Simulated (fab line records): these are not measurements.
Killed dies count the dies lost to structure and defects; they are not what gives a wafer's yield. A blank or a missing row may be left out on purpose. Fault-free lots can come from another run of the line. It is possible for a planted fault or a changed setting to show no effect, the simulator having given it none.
Chamber matching    flow nand-harc    3 sister chambers for NHARC_P_M0_PRE_CLEAN_31 on pecvd-02
The step time 12 s. 3 wafers are shown with their chamber, then 7 later ones without.

## WAFERS WITH THEIR CHAMBER
wafer   chamber  heater-power-w (W)
L088.4  2        535
L093.1  1        576
L093.2  0        677

## WAFERS MISSING THEIR CHAMBER
wafer   heater-power-w (W)
L093.5  678
L094.1  551
L094.4  605
L094.5  549
L095.2  512
L095.4  558
L095.5  720

## WHICH CHAMBER EACH ONE RAN IN
wafer   from the rows above           in truth
L093.5  0                             0
L094.1  can't be placed: 2 or 1       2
L094.4  can't be placed: 1 or 2 or 0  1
L094.5  can't be placed: 2 or 1       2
L095.2  can't be placed: 2 or 1       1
L095.4  can't be placed: 1 or 2       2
L095.5  0                             0
Correct placement for 2 of the 7. These rows do not allow placing 5 (true chamber among the candidates in 5). Wrongly placed: 0.
How it was worked out, from the rows above alone: a wafer's distance from a chamber is the root of the sum, over the readings, of the square of ((its reading less the chamber's mean) divided by the reading's scatter). The wafer belongs to the nearest chamber; if the next one is less than 2 further off, it can't be placed. Each chamber's mean is taken over the wafers shown for it. The scatter: root of mean squared gap, hidden wafer to nearest shown wafer, with one shown wafer a chamber.
